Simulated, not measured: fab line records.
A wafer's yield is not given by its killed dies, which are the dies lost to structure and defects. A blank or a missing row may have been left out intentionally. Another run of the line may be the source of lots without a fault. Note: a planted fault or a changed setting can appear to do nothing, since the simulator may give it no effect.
fab line records	flow n5_finfet	part 2 of 2: steps 5 to 6 of 6
record: lots: 20	wafers: 60	last_day: 19
route steps=1938 shown BEOL_M4@1045 BEOL_M5@1137
lots that met no fault: from a run of the same line without faults
start_h: start of the lot's first displayed wafer, in hours after the record's first day	wait_h: hours elapsed since this lot's preceding step	" the same as in the row above	L1.1+2: several wafers, shown together as one row	- value missing, or start not given	* or withheld: withheld	< > ~ a bound
route shown NAME@n: a module of which the file shows steps, and the number in the route of the first	usual: average and standard deviation across the fault-free wafers	same: alike in all rows	chamber/n: place in a boat	sites: readings site by site	_std_site: the values' standard deviation	_edge_site: the outer-site mean with the inner-site mean subtracted	radius_mm: for every site, how far away it sits from the centre of the wafer	mask NAME#n: copy n	behind: the tool/chamber that last shaped the wafer	hold: what put the lot on hold/how long, in hours/how the hold closed	device: whichever transistor did not switch (one of n, p or np)	end of line: the route-end tests of the same wafers	a step given without rows: its recipe and nothing more	killed: not the wafer's yield, but the dies lost to structure and defects at the first sort	map: a wafer's dies, x killed, . not, _ none there
set.NAME: the setting as run; set.NAME@STEP: as run at that earlier step	model.NAME: the simulator's own value behind a step, which no gauge read
a sample of lots followed through the steps of the route, with each step as a table and each wafer as a row
services: from which hour (start_h, from the record's first day; less than 0 if before it) a tool's chamber was out of use, for how many hours, and why
== steps ==
step: N5_BEOL_M5_VIA_ETCH_34
recipe: chemistry: C4F6/O2	target: SiCOH_lowk	target_depth_a: 883	mask_material: SOC	taper_deg: 4	time_s: 39.2	ion_energy_ev: 250	pressure_mtorr: 30	source_w: 345	bias_w: 185	Ar_flow_sccm: 300	C4F6_flow_sccm: 10	O2_flow_sccm: 10
usual: drypump_motor_current_A: 5.6/0.71	oes_f_703_au: 0.75/0.083	oes_product_au: 0.75/0.084	rf_vpp_V: 669/13	showerhead_plenum_p_Torr: 2.86/0.094	throttle_valve_pct: 21.03/0.23
lot.wafer	tool	chamber	start_h	wait_h	drypump_motor_current_A	oes_f_703_au	oes_product_au	rf_hours_counter_h	rf_vpp_V	showerhead_plenum_p_Torr	throttle_valve_pct
L074.1	rie_diel-05	0	169.63	0.0	6.7	0.71	0.70	200	672	2.73	21.37
L074.3	"	1	"	"	6.7	0.73	0.74	155	650	2.76	21.18
L074.5	"	0	"	"	6.7	0.71	0.71	-	671	2.73	21.37
L076.3	rie_diel-01	2	178.52	0.0	5.6	0.75	0.76	149	688	2.85	21.12
L076.4	"	3	"	"	4.7	0.72	0.69	225	670	2.81	21.14
L076.6	"	3	"	"	4.8	0.72	0.69	-	670	2.81	21.15
L075.2	rie_diel-01	1	179.64	0.0	5.2	0.69	0.68	227	673	2.94	20.90
L075.4	"	2	"	"	5.5	0.75	0.76	150	689	2.85	21.15
L075.5	"	2	"	"	5.6	0.75	0.75	-	689	2.85	21.14
L078.1	rie_diel-05	2	190.93	0.0	5.3	0.69	0.70	208	667	2.95	20.98
L078.3	"	1	"	"	6.7	0.73	0.73	165	649	2.76	21.20
L078.5	"	0	"	"	6.7	0.70	0.70	-	672	2.72	21.38
L079.1	rie_diel-05	0	197.23	0.0	6.7	0.70	0.70	212	671	2.72	21.37
L079.2	"	3	"	"	4.9	0.91	0.90	26	658	3.01	20.83
L079.6	"	3	"	"	4.9	0.91	0.91	-	659	3.01	20.82
L080.2	rie_diel-01	1	203.23	0.0	5.2	0.69	0.68	235	674	2.93	20.91
L080.3	"	2	"	"	5.5	0.74	0.76	159	689	2.85	21.15
L080.4	"	3	"	"	4.7	0.71	0.70	234	670	2.80	21.16
L082.2	rie_diel-05	3	206.04	0.0	5.0	0.90	0.90	28	660	3.00	20.83
L082.3	"	0	"	"	6.7	0.70	0.70	215	672	2.72	21.40
L082.4	"	2	"	"	5.3	0.69	0.70	214	667	2.94	21.01
L081.2	rie_diel-01	0	211.01	0.0	5.1	0.73	0.75	168	695	2.94	21.07
L081.3	"	2	"	"	5.6	0.74	0.75	160	688	2.85	21.17
L081.5	"	2	"	"	5.6	0.74	0.75	-	687	2.85	21.17
L084.1	rie_diel-01	3	218.23	0.0	4.7	0.70	0.69	238	670	2.80	21.18
L084.2	"	0	"	"	5.0	0.74	0.75	171	694	2.94	21.09
L084.4	"	2	"	"	5.5	0.74	0.74	162	687	2.85	21.15
L088.2	rie_diel-05	2	288.68	0.0	5.3	0.67	0.68	237	664	2.93	21.05
L088.3	"	0	"	"	6.7	0.68	0.68	240	672	2.71	21.43
L088.5	"	1	"	"	6.7	0.71	0.70	-	647	2.74	21.22
L094.3	rie_diel-01	2	297.71	0.0	5.5	0.72	0.72	190	688	2.83	21.21
L094.4	"	2	"	"	5.6	0.72	0.73	-	688	2.83	21.21
L094.5	"	0	"	"	5.0	0.71	0.73	-	694	2.93	21.14
L085.2	rie_diel-05	3	301.47	0.0	4.9	0.86	0.86	55	659	2.99	20.86
L085.4	"	0	"	"	6.7	0.68	0.68	242	672	2.71	21.44
L085.6	"	1	"	"	6.7	0.71	0.70	-	649	2.74	21.22
L090.1	rie_diel-06	1	301.85	0.0	5.4	0.69	0.68	221	668	2.80	20.95
L090.3	"	2	"	"	6.5	0.84	0.85	39	657	2.80	20.64
L090.6	"	1	"	"	5.4	0.68	0.68	-	668	2.80	20.95
L089.3	rie_diel-01	0	309.12	0.0	5.1	0.71	0.74	200	695	2.92	21.15
L089.5	"	1	"	"	5.2	0.95	0.95	-	673	2.92	20.66
L089.6	"	0	"	"	5.0	0.71	0.73	-	692	2.92	21.15
L092.2	rie_diel-05	1	311.81	0.0	6.7	0.71	0.71	198	648	2.74	21.23
L092.4	"	0	"	"	6.7	0.68	0.68	243	670	2.71	21.44
L092.6	"	1	"	"	6.7	0.71	0.70	-	648	2.74	21.23
L091.1	rie_diel-06	1	318.33	0.0	5.4	0.68	0.69	224	668	2.80	20.97
L091.2	"	3	"	"	5.5	0.73	0.71	210	658	2.84	21.12
L091.3	"	0	"	"	6.4	0.78	0.79	109	656	2.96	20.59
L087.1	rie_diel-06	0	323.98	0.0	6.4	0.78	0.78	111	657	2.96	20.58
L087.2	"	2	"	"	6.5	0.84	0.85	43	659	2.80	20.65
L087.3	"	3	"	"	5.4	0.73	0.71	211	657	2.84	21.11
L096.1	rie_diel-01	3	328.21	0.0	4.7	0.96	0.95	8	669	2.79	20.80
L096.4	"	1	"	"	5.2	0.93	0.94	13	671	2.92	20.66
L096.5	"	1	"	"	5.2	0.94	0.94	-	672	2.92	20.67
L093.2	rie_diel-06	2	328.55	0.0	6.5	0.84	0.84	44	660	2.80	20.65
L093.3	"	3	"	"	5.4	0.72	0.71	212	657	2.84	21.10
L093.6	"	1	"	"	5.4	0.67	0.69	-	668	2.80	20.95
L097.1	rie_diel-05	0	344.87	0.0	6.7	0.68	0.68	247	672	2.71	21.43
L097.3	"	2	"	"	5.3	0.67	0.68	245	665	2.93	21.06
L097.6	"	3	"	"	5.0	0.85	0.85	-	659	2.99	20.87
step: N5_BEOL_M5_STRIP_36
recipe: chemistry: N2/H2	power_w: 450	temp_c: 40	pressure_mtorr: 20	rf_frequency_hz: 6e+07	overash_fraction: 0.3	bias_power_w: 7	h2_frac: 0.5	n2_flow_sccm: 200	h2_flow_sccm: 200
usual: bias_power_w: 7.001/0.021	drypump_motor_current_A: 5.6/0.71	oes_product_au: 0.75/0.085	rf_vpp_V: 59.2/1.5	showerhead_plenum_p_Torr: 2.54/0.1	throttle_valve_pct: 23.71/0.22
lot.wafer	tool	chamber	start_h	wait_h	bias_power_w	drypump_motor_current_A	oes_product_au	rf_hours_counter_h	rf_vpp_V	showerhead_plenum_p_Torr	throttle_valve_pct
L074.1	rie_diel-05	0	169.67	0.0	7.002	6.7	0.69	200	59.3	2.39	23.97
L074.3	"	1	"	"	6.990	6.7	0.74	155	59.0	2.42	23.86
L074.5	"	0	"	"	6.993	6.7	0.67	-	61.0	2.39	24.02
L076.3	rie_diel-01	2	178.56	0.0	6.968	5.6	0.76	149	61.5	2.52	23.67
L076.4	"	3	"	"	7.009	4.7	0.71	225	60.7	2.51	23.96
L076.6	"	3	"	"	6.998	4.7	0.71	-	61.2	2.51	23.97
L075.2	rie_diel-01	1	179.68	0.0	6.961	5.2	0.68	227	60.2	2.61	23.48
L075.4	"	2	"	"	7.023	5.5	0.75	150	58.1	2.52	23.68
L075.5	"	2	"	"	7.019	5.6	0.76	-	58.6	2.52	23.69
L078.1	rie_diel-05	2	190.97	0.0	6.988	5.3	0.70	208	59.1	2.62	23.62
L078.3	"	1	"	"	6.992	6.7	0.71	165	58.8	2.42	23.84
L078.5	"	0	"	"	6.995	6.7	0.69	-	58.2	2.39	23.98
L079.1	rie_diel-05	0	197.28	0.0	6.994	6.7	0.68	212	56.2	2.39	24.01
L079.2	"	3	"	"	6.972	5.0	0.90	26	58.3	2.72	23.63
L079.6	"	3	"	"	6.984	4.9	0.90	-	57.7	2.72	23.63
L080.2	rie_diel-01	1	203.28	0.0	7.003	5.2	0.67	235	58.4	2.60	23.49
L080.3	"	2	"	"	7.032	5.6	0.76	159	60.1	2.52	23.71
L080.4	"	3	"	"	6.998	4.7	0.69	234	56.7	2.50	23.96
L082.2	rie_diel-05	3	206.09	0.0	7.020	4.9	0.90	28	60.2	2.72	23.64
L082.3	"	0	"	"	7.007	6.7	0.69	215	58.7	2.39	24.00
L082.4	"	2	"	"	7.017	5.3	0.71	214	59.7	2.62	23.65
L081.2	rie_diel-01	0	211.05	0.0	7.021	5.0	0.76	168	59.6	2.64	23.88
L081.3	"	2	"	"	6.995	5.6	0.76	160	57.4	2.51	23.67
L081.5	"	2	"	"	6.976	5.6	0.75	-	60.9	2.51	23.67
L084.1	rie_diel-01	3	218.28	0.0	6.966	4.7	0.70	238	54.9	2.50	23.97
L084.2	"	0	"	"	7.034	5.0	0.77	171	60.1	2.63	23.97
L084.4	"	2	"	"	7.001	5.6	0.74	162	60.3	2.51	23.70
L088.2	rie_diel-05	2	288.73	0.0	7.046	5.3	0.68	237	61.8	2.61	23.66
L088.3	"	0	"	"	6.950	6.7	0.68	240	59.6	2.38	24.05
L088.5	"	1	"	"	6.988	6.7	0.71	-	61.2	2.41	23.88
L094.3	rie_diel-01	2	297.76	0.0	7.012	5.5	0.73	190	58.6	2.50	23.70
L094.4	"	2	"	"	6.995	5.5	0.73	-	60.1	2.50	23.73
L094.5	"	0	"	"	7.024	5.0	0.76	-	59.9	2.62	23.98
L085.2	rie_diel-05	3	301.52	0.0	7.016	4.9	0.86	55	61.4	2.70	23.70
L085.4	"	0	"	"	7.006	6.7	0.67	242	56.0	2.38	24.04
L085.6	"	1	"	"	6.992	6.7	0.72	-	61.7	2.41	23.89
L090.1	rie_diel-06	1	301.89	0.0	7.032	5.4	0.71	221	60.2	2.50	23.65
L090.3	"	2	"	"	6.987	6.5	0.84	39	58.0	2.48	23.38
L090.6	"	1	"	"	7.029	5.5	0.70	-	61.6	2.50	23.65
L089.3	rie_diel-01	0	309.17	0.0	7.054	5.0	0.75	200	57.1	2.62	23.98
L089.5	"	1	"	"	6.997	5.2	0.96	-	63.6	2.59	23.39
L089.6	"	0	"	"	6.989	5.0	0.74	-	60.1	2.62	24.00
L092.2	rie_diel-05	1	311.86	0.0	6.991	6.7	0.70	198	57.7	2.40	23.87
L092.4	"	0	"	"	6.995	6.7	0.67	243	57.3	2.38	24.05
L092.6	"	1	"	"	7.006	6.7	0.70	-	60.0	2.41	23.88
L091.1	rie_diel-06	1	318.38	0.0	6.991	5.4	0.69	224	59.6	2.50	23.68
L091.2	"	3	"	"	6.983	5.5	0.71	210	58.6	2.51	23.85
L091.3	"	0	"	"	7.021	6.4	0.79	109	58.5	2.67	23.27
L087.1	rie_diel-06	0	324.02	0.0	6.954	6.4	0.78	111	58.4	2.66	23.26
L087.2	"	2	"	"	6.995	6.5	0.84	43	56.7	2.48	23.41
L087.3	"	3	"	"	7.009	5.4	0.68	211	59.6	2.51	23.88
L096.1	rie_diel-01	3	328.26	0.0	7.014	4.8	0.96	8	58.3	2.49	23.58
L096.4	"	1	"	"	6.987	5.2	0.94	13	58.6	2.59	23.35
L096.5	"	1	"	"	6.997	5.2	0.95	-	59.7	2.59	23.39
L093.2	rie_diel-06	2	328.59	0.0	6.962	6.5	0.83	44	57.9	2.48	23.39
L093.3	"	3	"	"	7.021	5.5	0.70	212	58.7	2.51	23.84
L093.6	"	1	"	"	7.027	5.4	0.71	-	59.6	2.50	23.65
L097.1	rie_diel-05	0	344.91	0.0	6.969	6.7	0.67	247	58.8	2.38	24.08
L097.3	"	2	"	"	7.021	5.3	0.67	245	56.7	2.60	23.69
L097.6	"	3	"	"	6.985	4.9	0.84	-	57.4	2.70	23.66
== services ==
tool	chamber	start_h	hours	kind
rie_diel-04	-	153.03	28.1	pm
rie_diel-02	1	162.01	21.4	repair
rie_diel-05	2	167.42	14.2	repair
rie_diel-06	-	168.33	28.1	pm
rie_diel-02	3	179.16	26.0	repair
rie_diel-04	-	181.13	14.6	pm
rie_diel-03	-	246.82	1.1	repair
rie_diel-01	1	249.23	-	clean
rie_diel-01	1	249.23	-	consumable_replace:focus_ring
rie_diel-01	1	249.23	20.2	scheduled_down
rie_diel-01	1	249.23	20.2	vent_cycle
rie_diel-04	0	253.23	8.6	repair
rie_diel-05	-	253.99	4.3	pm
rie_diel-01	3	269.48	-	clean
rie_diel-01	3	269.48	-	consumable_replace:focus_ring
rie_diel-01	3	269.48	15.8	scheduled_down
pvd_sputter-01	-	273.00	6.9	repair
rie_diel-04	-	273.54	1.3	repair
rie_diel-05	-	284.08	2.4	repair
rie_diel-01	1	294.48	7.1	repair
rie_diel-05	-	295.14	2.8	pm
pvd_sputter-01	-	303.61	2.6	repair
rie_diel-05	-	320.91	14.6	pm
pvd_sputter-01	-	340.71	0.5	repair
